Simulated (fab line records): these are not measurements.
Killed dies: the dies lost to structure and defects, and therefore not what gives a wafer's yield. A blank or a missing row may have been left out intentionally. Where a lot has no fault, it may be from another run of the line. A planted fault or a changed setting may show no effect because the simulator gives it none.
What tool caused it?	flow n5 finfet	22 lots with 66 wafers sampled at 6 steps, on a route of 1938 steps

== WHAT EACH GAUGE READ, for each wafer ==
Not one reading of a measure or inspect step in the record can be checked against a usual standard deviation.

== TOOL THAT RAN EACH LOT (tool first, then ch and the chambers of the sampled wafers, then the start) ==
lot	N5_SDB_CMP_30	N5_HKMG_FIN_ETCH_86	N5_HKMG_FIN_NWFM_ALD_20	N5_HKMG_FIN_ALD_71	N5_GATE_CUT_ETCHBACK_00	N5_GATE_CUT_ETCH_58
L074	cmp-01 ch 0,1,2, day 3 22:16	rie diel-02 ch 0,2,3, day 4 05:07	ald metal-02 ch 0,2,3, day 4 05:44	ald metal-02 ch 0,2,3, day 4 05:50	rie metal-03 ch 0,1, day 4 08:12	rie diel-04 ch 0,2, day 4 08:39
L075	cmp-04 ch 1,2, day 4 04:38	rie diel-06 ch 1,2,3, day 4 11:25	ald metal-01 ch 2,3, day 4 12:04	ald metal-01 ch 2,3, day 4 12:10	rie metal-03 ch 0,1, day 4 14:31	rie diel-05 ch 0,1,2, day 4 14:49
L076	cmp-01 ch 2,3, day 4 10:47	rie diel-06 ch 1,2, day 4 17:55	ald metal-04 ch 2,3, day 4 18:33	ald metal-04 ch 2,3, day 4 18:39	rie metal-01 ch 0,1, day 4 21:02	rie diel-05 ch 0,2,3, day 4 21:20
L077	cmp-01 ch 0,1,3, day 4 14:56	rie diel-02 ch 1,2,3, day 4 22:44	ald metal-02 ch 1,2, day 4 23:22	ald metal-02 ch 1,2, day 4 23:28	rie metal-01 ch 0,1, day 5 01:51	rie diel-04 ch 1,2,3, day 5 02:08
L078	cmp-01 ch 0,1,2, day 4 21:28	rie diel-01 ch 0,1,3, day 5 06:11	ald metal-04 ch 0,3, day 5 06:55	ald metal-04 ch 0,3, day 5 07:01	rie metal-01 ch 0,1, day 5 09:45	rie diel-05 ch 0,2,3, day 5 10:00
L080	cmp-04 ch 2,3, day 5 15:07	rie diel-01 ch 2,3, day 5 22:38	ald metal-04 ch 0,1,2, day 5 23:16	ald metal-04 ch 0,1,2, day 5 23:22	rie metal-01 ch 0,1, day 6 01:55	rie diel-03 ch 0,1,2, day 6 02:21
L081	cmp-04 ch 1,2,3, day 5 17:08	rie diel-06 ch 0,1, day 6 01:37	ald metal-04 ch 0,2, day 6 02:14	ald metal-04 ch 0,2, day 6 02:20	rie metal-01 ch 0,1, day 6 04:52	rie diel-05 ch 0,1,3, day 6 05:12
L083	cmp-02 ch 0,1, day 6 07:37	rie diel-06 ch 0,1,3, day 6 14:52	ald metal-02 ch 1,2, day 6 15:30	ald metal-02 ch 1,2, day 6 15:36	rie metal-02 ch 0,1, day 6 18:07	rie diel-05 ch 0,1,2, day 6 18:25
L084	cmp-02 ch 0,2,3, day 6 14:21	rie diel-01 ch 0,2,3, day 6 21:52	ald metal-04 ch 0,1, day 6 22:31	ald metal-04 ch 0,1, day 6 22:37	rie metal-01 ch 0,1, day 7 01:00	rie diel-04 ch 0,1, day 7 01:22
L085	cmp-04 ch 0,2, day 6 17:37	rie diel-06 ch 1,3, day 7 00:21	ald metal-04 ch 0,1, day 7 01:00	ald metal-04 ch 0,1, day 7 01:06	rie metal-02 ch 0,1, day 7 03:28	rie diel-04 ch 0,2, day 7 03:46
L086	cmp-02 ch 1,2,3, day 7 01:06	rie diel-02 ch 0,1, day 7 07:47	ald metal-02 ch 0,1,2, day 7 08:30	ald metal-02 ch 0,1,2, day 7 08:35	rie metal-01 ch 0,1, day 7 11:05	rie diel-05 ch 0,2,3, day 7 11:22
L087	cmp-04 ch 0,3, day 7 11:04	rie diel-02 ch 0,1,2, day 7 17:51	ald metal-01 ch 1,3, day 7 18:29	ald metal-01 ch 1,3, day 7 18:35	rie metal-01 ch 0,1, day 7 21:01	rie diel-05 ch 0,2, day 7 21:18
L088	cmp-01 ch 1,2, day 7 13:05	rie diel-02 ch 0,1,2, day 7 20:01	ald metal-04 ch 1,3, day 7 20:43	ald metal-04 ch 1,3, day 7 20:49	rie metal-02 ch 0,1, day 7 23:13	rie diel-04 ch 0,3, day 7 23:30
L089	cmp-04 ch 2,3, day 7 18:06	rie diel-01 ch 1,3, day 8 00:52	ald metal-02 ch 0,1,3, day 8 01:30	ald metal-02 ch 0,1,3, day 8 01:36	rie metal-02 ch 0,1, day 8 03:58	rie diel-04 ch 0,1,3, day 8 04:15
L090	cmp-02 ch 1,2,3, day 8 05:14	rie diel-02 ch 0,2,3, day 8 12:02	ald metal-01 ch 0,3, day 8 12:40	ald metal-01 ch 0,3, day 8 12:46	rie metal-01 ch 0,1, day 8 15:11	rie diel-05 ch 0,2,3, day 8 15:28
L091	cmp-01 ch 0,1,2, day 8 06:22	rie diel-06 ch 0,1, day 8 13:05	ald metal-01 ch 1,2,3, day 8 13:43	ald metal-01 ch 1,2,3, day 8 13:49	rie metal-03 ch 0,1, day 8 16:11	rie diel-03 ch 0,1,3, day 8 16:28
L092	cmp-01 ch 0,2,3, day 8 16:54	rie diel-02 ch 1,2,3, day 8 23:38	ald metal-04 ch 0,1,3, day 9 00:16	ald metal-04 ch 0,1,3, day 9 00:22	rie metal-02 ch 0,1, day 9 02:44	rie diel-05 ch 1,2,3, day 9 03:01
L093	cmp-01 ch 0,2, day 8 20:41	rie diel-01 ch 0,2, day 9 03:22	ald metal-02 ch 1,2, day 9 04:00	ald metal-02 ch 1,2, day 9 04:06	rie metal-02 ch 0,1, day 9 06:28	rie diel-03 ch 0,1,3, day 9 06:45
L094	cmp-01 ch 0,1, day 9 00:47	rie diel-06 ch 2,3, day 9 07:41	ald metal-01 ch 0,1,3, day 9 08:19	ald metal-01 ch 0,1,3, day 9 08:25	rie metal-03 ch 1, day 9 11:02	rie diel-05 ch 0,1,2, day 9 11:34
L095	cmp-01 ch 0,1,2, day 9 06:37	rie diel-01 ch 1,2,3, day 9 13:24	ald metal-04 ch 0,1,3, day 9 14:02	ald metal-04 ch 0,1,3, day 9 14:08	rie metal-03 ch 0,1, day 9 16:39	rie diel-04 ch 1,2,3, day 9 17:14
L096	cmp-01 ch 0,2,3, day 9 10:54	rie diel-02 ch 0,2,3, day 9 20:13	ald metal-02 ch 1,3, day 9 20:51	ald metal-02 ch 1,3, day 9 20:57	rie metal-02 ch 0,1, day 9 23:37	rie diel-04 ch 0,1,3, day 9 23:54
L097	cmp-04 ch 0,2,3, day 9 18:46	rie diel-01 ch 0,2,3, day 10 01:50	ald metal-01 ch 0,2,3, day 10 02:39	ald metal-01 ch 0,2,3, day 10 02:45	rie metal-01 ch 1, day 10 05:07	rie diel-05 ch 0,1,2, day 10 05:40
- N5_SDB_CMP_30: polishes, stops on poly-Si, t overpolish 1.54 s, target thk 30 nm.
- N5_HKMG_FIN_ETCH_86: etches SOC in N2/H2, stops on TiN, target depth 393.2 nm.
- N5_HKMG_FIN_NWFM_ALD_20: deposits TiAlC, target thk 2 nm, pulse time 3 s, purge time 2 s.
- N5_HKMG_FIN_ALD_71: deposits TiN, target thk 1 nm, pulse time 1 s, purge time 3 s.
- N5_GATE_CUT_ETCHBACK_00: etches W in SF6/Cl2.
- N5_GATE_CUT_ETCH_58: etches SiNx in CH3F/O2, target depth 17 nm, time 128.6 s.

== AS READ BY THE TOOLS THEMSELVES (means over the sampled wafers that have a number; for cases with no such wafer, the mark the record gives instead) ==
N5_SDB_CMP_30.
lot	tool	head pressure psi (psi)	motor current A (A)	overpolish run s (s)	retaining ring pressure frac	time to endpoint s (s)
L074	cmp-01	4.143	11.9	1.536	1.000	13
L075	cmp-04	4.149	11.4	1.548	0.998	21
L076	cmp-01	4.154	13.4	1.531	0.999	20
L077	cmp-01	4.155	12.3	1.545	1.002	21
L078	cmp-01	4.151	12.1	1.543	0.997	17
L080	cmp-04	4.148	12.2	1.535	0.998	23
L081	cmp-04	4.157	11.6	1.539	1.003	21
L083	cmp-02	4.153	11.6	1.539	0.993	16
L084	cmp-02	4.155	12.0	1.539	1.002	16
L085	cmp-04	4.150	11.9	1.545	0.996	20
L086	cmp-02	4.142	12.3	1.538	1.003	14
L087	cmp-04	4.150	14.1	1.550	1.000	18
L088	cmp-01	4.143	11.3	1.542	0.995	17
L089	cmp-04	4.140	13.0	1.535	0.996	18
L090	cmp-02	4.156	12.2	1.536	1.002	13
L091	cmp-01	4.141	12.0	1.536	1.001	17
L092	cmp-01	4.162	12.3	1.536	1.002	19
L093	cmp-01	4.138	12.9	1.534	1.003	15
L094	cmp-01	4.154	11.2	1.542	1.003	14
L095	cmp-01	4.144	11.7	1.547	1.003	15
L096	cmp-01	4.144	12.6	1.537	1.001	17
L097	cmp-04	4.144	12.7	1.538	0.998	18

N5_HKMG_FIN_ETCH_86.
lot	tool	drypump motor current A (A)	h2 flow sccm (sccm)	oes product au (a.u.)	rf vpp V (V)	showerhead plenum p Torr (Torr)	throttle valve pct (%)
L074	rie diel-02	5.8	199.6	0.70	239.5	2.43	17.95
L075	rie diel-06	5.2	200.4	0.81	240.5	2.56	17.72
L076	rie diel-06	5.1	199.5	0.86	241.4	2.58	17.64
L077	rie diel-02	5.8	200.0	0.69	238.9	2.42	17.90
L078	rie diel-01	6.3	200.1	0.73	240.2	2.52	18.01
L080	rie diel-01	5.8	199.6	0.68	239.2	2.50	18.01
L081	rie diel-06	5.1	199.4	0.78	240.3	2.51	17.75
L083	rie diel-06	5.3	200.0	0.83	240.6	2.49	17.71
L084	rie diel-01	5.8	199.9	0.82	240.5	2.52	17.74
L085	rie diel-06	5.2	200.1	0.90	239.5	2.52	17.44
L086	rie diel-02	5.5	199.7	0.70	239.1	2.40	17.86
L087	rie diel-02	5.5	199.5	0.79	240.2	2.51	17.81
L088	rie diel-02	5.5	199.6	0.79	239.6	2.51	17.83
L089	rie diel-01	6.3	199.1	0.93	239.7	2.50	17.74
L090	rie diel-02	5.8	200.1	0.79	240.2	2.53	17.84
L091	rie diel-06	5.1	199.6	0.85	241.8	2.61	17.61
L092	rie diel-02	5.8	199.4	0.77	239.6	2.51	17.78
L093	rie diel-01	5.4	200.1	0.90	240.1	2.51	17.47
L094	rie diel-06	5.4	199.9	0.85	241.7	2.55	17.82
L095	rie diel-01	6.0	200.1	0.92	240.7	2.49	17.64
L096	rie diel-02	5.8	199.6	0.77	239.6	2.52	17.86
L097	rie diel-01	5.8	199.9	0.86	239.8	2.51	17.62

N5_HKMG_FIN_NWFM_ALD_20.
lot	tool	heater power outer w (W)	heater power w (W)	precursor pulse height rel
L074	ald metal-02	308	535	0.982
L075	ald metal-01	258	469	0.993
L076	ald metal-04	258	462	1.015
L077	ald metal-02	308	535	0.986
L078	ald metal-04	252	460	0.999
L080	ald metal-04	255	450	1.011
L081	ald metal-04	234	433	0.993
L083	ald metal-02	309	523	0.982
L084	ald metal-04	270	478	1.014
L085	ald metal-04	254	459	1.004
L086	ald metal-02	312	549	0.976
L087	ald metal-01	299	495	0.999
L088	ald metal-04	282	489	0.988
L089	ald metal-02	336	584	0.997
L090	ald metal-01	305	514	1.006
L091	ald metal-01	266	459	1.005
L092	ald metal-04	264	471	0.997
L093	ald metal-02	307	528	0.980
L094	ald metal-01	289	476	0.982
L095	ald metal-04	264	480	0.995
L096	ald metal-02	371	606	1.008
L097	ald metal-01	286	489	1.001

N5_HKMG_FIN_ALD_71.
lot	tool	heater power outer w (W)	heater power w (W)	precursor pulse height rel
L074	ald metal-02	595	972	0.996
L075	ald metal-01	513	844	0.997
L076	ald metal-04	516	836	1.002
L077	ald metal-02	597	962	1.007
L078	ald metal-04	496	817	1.006
L080	ald metal-04	495	801	1.004
L081	ald metal-04	466	773	0.997
L083	ald metal-02	607	958	1.006
L084	ald metal-04	533	840	1.002
L085	ald metal-04	503	809	0.995
L086	ald metal-02	616	975	1.005
L087	ald metal-01	587	894	1.018
L088	ald metal-04	548	877	1.002
L089	ald metal-02	683	1033	0.999
L090	ald metal-01	610	927	0.997
L091	ald metal-01	513	816	1.026
L092	ald metal-04	516	838	0.992
L093	ald metal-02	599	962	1.009
L094	ald metal-01	568	870	0.981
L095	ald metal-04	520	841	1.005
L096	ald metal-02	714	1081	1.017
L097	ald metal-01	562	876	0.994

N5_GATE_CUT_ETCHBACK_00.
lot	tool	drypump motor current A (A)	oes product au (a.u.)	throttle valve pct (%)
L074	rie metal-03	5.9	0.66	27.91
L075	rie metal-03	6.1	0.73	27.76
L076	rie metal-01	6.0	0.66	27.30
L077	rie metal-01	6.0	0.66	27.30
L078	rie metal-01	5.6	0.63	27.18
L080	rie metal-01	5.7	0.63	27.19
L081	rie metal-01	5.6	0.63	27.19
L083	rie metal-02	5.4	0.81	27.64
L084	rie metal-01	6.0	0.64	27.30
L085	rie metal-02	5.4	0.80	27.65
L086	rie metal-01	6.0	0.65	27.30
L087	rie metal-01	6.0	0.64	27.29
L088	rie metal-02	5.5	0.80	27.64
L089	rie metal-02	5.6	0.74	27.47
L090	rie metal-01	5.6	0.62	27.20
L091	rie metal-03	6.0	0.83	27.60
L092	rie metal-02	5.5	0.79	27.66
L093	rie metal-02	5.4	0.79	27.66
L094	rie metal-03	5.7	0.95	27.59
L095	rie metal-03	5.9	0.88	27.59
L096	rie metal-02	5.4	0.79	27.66
L097	rie metal-01	6.3	0.65	27.43

N5_GATE_CUT_ETCH_58.
lot	tool	drypump motor current A (A)	oes product au (a.u.)	rf vpp V (V)	showerhead plenum p Torr (Torr)	throttle valve pct (%)
L074	rie diel-04	6.3	0.74	98.4	1.97	16.34
L075	rie diel-05	5.6	0.75	99.3	2.03	16.32
L076	rie diel-05	5.6	0.76	99.0	2.03	16.31
L077	rie diel-04	5.7	0.73	99.3	1.97	16.48
L078	rie diel-05	5.6	0.76	99.2	2.02	16.32
L080	rie diel-03	5.2	0.78	98.5	2.01	16.27
L081	rie diel-05	5.7	0.73	99.4	2.01	16.38
L083	rie diel-05	5.5	0.72	99.2	2.02	16.35
L084	rie diel-04	6.0	0.76	98.7	2.00	16.43
L085	rie diel-04	6.3	0.74	98.5	1.97	16.38
L086	rie diel-05	5.6	0.73	99.2	2.02	16.35
L087	rie diel-05	5.4	0.73	99.9	2.02	16.33
L088	rie diel-04	5.4	0.70	99.2	1.99	16.50
L089	rie diel-04	5.6	0.74	99.0	2.00	16.52
L090	rie diel-05	5.6	0.74	98.7	2.02	16.36
L091	rie diel-03	5.4	0.80	98.4	2.01	16.41
L092	rie diel-05	5.5	0.72	98.9	1.99	16.34
L093	rie diel-03	5.4	0.79	99.1	2.01	16.43
L094	rie diel-05	5.5	0.71	98.9	2.01	16.38
L095	rie diel-04	5.7	0.71	98.5	1.96	16.51
L096	rie diel-04	5.6	0.72	99.4	1.99	16.53
L097	rie diel-05	5.6	0.71	99.6	2.01	16.40

== THE ANSWER, worked out from the rows above alone ==
Rule: what is usual is taken from the lots themselves. Put in order of their means at a reading, lots are off if they are a third of the lots or fewer, leave a main group of 4 or more, and stand apart from it by a gap of 3 or more times the standard deviation of the main group's means; of several such gaps the widest counts. A main group is skipped when, at the precision printed for the reading in the tables above, its means are all equal. Also off: a lot with no number at a reading for which 4 or more lots have one. The other lots that the step has rows for count as sound. Order of review: gauges by route order, followed by the tools' own readings, for which a lot's mean as printed above is used. At the first step where some lot is off, the reading lying furthest off is the one used; lots without a number count as furthest.
Across all readings shown, no lot is off: no conclusion can be drawn from this.

== WHAT WAS PUT IN BY THE SIMULATOR ==
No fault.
